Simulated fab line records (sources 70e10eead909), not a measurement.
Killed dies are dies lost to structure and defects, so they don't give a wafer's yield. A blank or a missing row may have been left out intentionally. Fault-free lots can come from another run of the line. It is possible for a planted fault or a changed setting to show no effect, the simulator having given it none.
Chamber matching ; flow nand-harc ; 3 sister chambers for NHARC_A_CONTACT_DEP_29 on pecvd-01
The step deposits SiON, target thk 70 nm. 6 wafers are shown with their chamber, then 7 later ones without.

== WAFERS WITH THEIR CHAMBER ==
wafer;chamber;chamber-pressure-Torr (Torr);heater-power-w (W)
L074.4;1;3.485;708
L079.6;1;3.487;651
L085.3;2;3.498;817
L085.4;2;3.496;804
L087.2;0;3.506;815
L087.5;0;3.509;826

== WAFERS MISSING THEIR CHAMBER ==
wafer;chamber-pressure-Torr (Torr);heater-power-w (W)
L087.6;3.494;665
L090.1;3.493;734
L090.2;3.493;808
L090.6;3.505;747
L095.1;3.500;745
L095.4;3.495;822
L095.5;3.507;729

== WHICH CHAMBER EACH WENT THROUGH ==
wafer;from the rows above;in truth
L087.6;can't be placed: 1 or 2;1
L090.1;can't be placed: 2 or 1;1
L090.2;2;2
L090.6;0;0
L095.1;2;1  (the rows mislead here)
L095.4;2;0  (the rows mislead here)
L095.5;0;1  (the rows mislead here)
Placed correctly: 2 of 7. Unplaceable from these rows: 2, with the true chamber sitting among the candidates in 2. Placed wrongly: 3.
How it was worked out, from the rows above alone: a wafer's distance from a chamber is the root of the sum, over the readings, of the square of ((its reading less the chamber's mean) divided by the reading's scatter). The wafer belongs to the nearest chamber; if the next one is less than 2 further off, it can't be placed. A chamber's mean is the mean of its shown wafers. How the scatter is found: for the shown wafers, subtract from each reading the mean of its chamber, square and add these, divide the total by (wafers less chambers), then take the root.
